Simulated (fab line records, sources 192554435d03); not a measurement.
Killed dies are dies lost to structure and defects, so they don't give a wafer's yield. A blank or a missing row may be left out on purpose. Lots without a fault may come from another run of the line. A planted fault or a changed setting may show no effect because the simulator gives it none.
Split-lot experiment | flow n5_finfet | 7 lots, 39 wafers read, on a route of 1938 steps

THE SPLIT
At N5_BEOL_M4_ILD_DEP_00 (deposits SiOC from DEMS/O2, target thk 79 nm, time 15.3 s), the setting time_s was moved away from the recipe's 15.3 s on 15 of the 39 wafers read, by -55.3% to +23.4%. The other wafers ran this setting at the recipe's value.

The file shows no step between the split and the reading.

THE READING
M4_ILD_THK, in nm, at N5_BEOL_M4_THK_MEAS_01. Fault-free wafers of this fab line usually give 79.3 nm, standard deviation 1 nm.

wafer  | tool, chamber at the split | time_s as run, s | against the recipe | M4_ILD_THK, nm | against lot-mates on the recipe
L076.1 | pecvd-01, 1                | 15.3             | recipe             | 78.2           | -
L076.2 | pecvd-01, 0                | 15.3             | recipe             | 79.5           | -
L076.3 | pecvd-01, 2                | 15.3             | recipe             | 77.7           | -
L076.4 | pecvd-01, 0                | 15.3             | recipe             | 81.1           | -
L076.5 | pecvd-01, 2                | 15.3             | recipe             | 78.5           | -
L076.6 | pecvd-01, 1                | 15.3             | recipe             | 79.5           | -
L078.1 | pecvd-03, 2                | 15.3             | recipe             | 77.8           | -
L078.2 | pecvd-03, 0,1              | 15.3             | recipe             | 79.0           | -
L078.3 | pecvd-03, 0,1              | 15.3             | recipe             | 79.1           | -
L078.4 | pecvd-03, 2                | 18.88            | +23.4%             | 96.9           | +18.3
L078.5 | pecvd-03, 0                | 18.88            | +23.4%             | 98.3           | +19.7
L078.6 | pecvd-03, 1                | 18.88            | +23.4%             | 97.2           | +18.6
L074.1 | pecvd-01, 0                | 8.357            | -45.4%             | 43.9           | -33.7
L074.2 | pecvd-01, 1                | 15.3             | recipe             | 76.9           | -
L074.3 | pecvd-01, 2                | 15.3             | recipe             | 77.2           | -
L074.4 | pecvd-01, 2                | 8.357            | -45.4%             | 42.1           | -35.5
L074.5 | pecvd-01, 0                | 15.3             | recipe             | 78.6           | -
L074.6 | pecvd-01, 1                | 8.357            | -45.4%             | 42.9           | -34.7
L081.1 | pecvd-03, 0                | 15.3             | recipe             | 79.1           | -
L081.2 | pecvd-03, 1                | 6.838            | -55.3%             | 37.0           | -43.2
L081.3 | pecvd-03, 1                | 6.838            | -55.3%             | 37.7           | -42.5
L081.4 | pecvd-03, 0                | 15.3             | recipe             | 80.9           | -
L081.5 | pecvd-03, 1                | 15.3             | recipe             | 80.7           | -
L081.6 | pecvd-03, 0                | 6.838            | -55.3%             | 37.2           | -43.0
L084.1 | pecvd-01, 0                | 9.645            | -37.0%             | 51.0           | -28.2
L084.2 | pecvd-01, 2                | 15.3             | recipe             | 78.3           | -
L084.3 | pecvd-01, 1                | 9.645            | -37.0%             | 50.2           | -29.0
L084.4 | pecvd-01, 0                | 9.645            | -37.0%             | 52.0           | -27.2
L084.5 | pecvd-01, 1                | 15.3             | recipe             | 79.8           | -
L084.6 | pecvd-01, 2                | 15.3             | recipe             | 79.5           | -
L083.1 | pecvd-02, 1                | 15.3             | recipe             | 78.8           | -
L083.2 | pecvd-02, 0                | 8.571            | -44.0%             | 46.0           | -33.9
L083.3 | pecvd-02, 1                | 8.571            | -44.0%             | 44.8           | -35.1
L083.4 | pecvd-02, 0                | 15.3             | recipe             | 80.9           | -
L083.5 | pecvd-02, 1                | 15.3             | recipe             | 80.1           | -
L083.6 | pecvd-02, 0                | 8.571            | -44.0%             | 46.8           | -33.1
L092.1 | pecvd-02, 1                | 15.3             | recipe             | 78.2           | -
L092.4 | pecvd-02, 2                | 15.3             | recipe             | 79.5           | -
L092.5 | pecvd-02, 1                | 15.3             | recipe             | 80.3           | -
Where a row lists several chambers, the file gives one row for several wafers and doesn't say which wafer went through which chamber.

THE FIT
A straight line over all 39 wafers: M4_ILD_THK changes by +0.769 nm for each +1% of time_s; r = +1.00; the points scatter about the line by 1.1 nm.
The same after taking each lot's own level away (the mean of its wafers on the recipe; 39 wafers): +0.774 nm for each +1%; r = +1.00; scatter 0.85 nm.
On that fit, the largest move of time_s shifts the reading by 43 nm.
The lots' own levels span 77.57 to 80.23 nm, that is 2.7 times the standard deviation above.
So the lot-to-lot level changes the slope little: the two slopes agree.
Check: with one of the wafers moved furthest among these (-55.3%) left out of the fit, the line predicts -42.6 nm for it against its lot-mates. It came out at -43.2 nm against them.

OTHER SPLITS ON THESE WAFERS
These wafers also went through other splits before the reading. Each is held against what the fit with the lots' levels taken away leaves over:
other split on the same wafers | wafers away from the commonest value | r with M4_ILD_THK (lot level and that fit taken away)
N5_BEOL_M1_DEP_57 target_thk_a | 15                                   | -0.01

THE WHOLE CHAIN: every reading that the file lists as answering this split, in the file's order
step                   | what it does                                              | reading                                                                            | change (the file's fit)               | r (the file's)
N5_BEOL_M4_ILD_DEP_00  | deposits SiOC from DEMS/O2, target thk 79 nm, time 15.3 s | SiOC_of_BEOL_M4_ILD_DEP_00.thk_nm (the simulator's own value, which no gauge read) | +0.772 nm for each +1% of the setting | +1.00
N5_BEOL_M4_THK_MEAS_01 |                                                           | M4_ILD_THK                                                                         | +0.772 for each +1% of the setting    | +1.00

THE FILE'S OWN FIT
M4_ILD_THK changes by +0.772 nm for each +1% of time_s, r = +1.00.
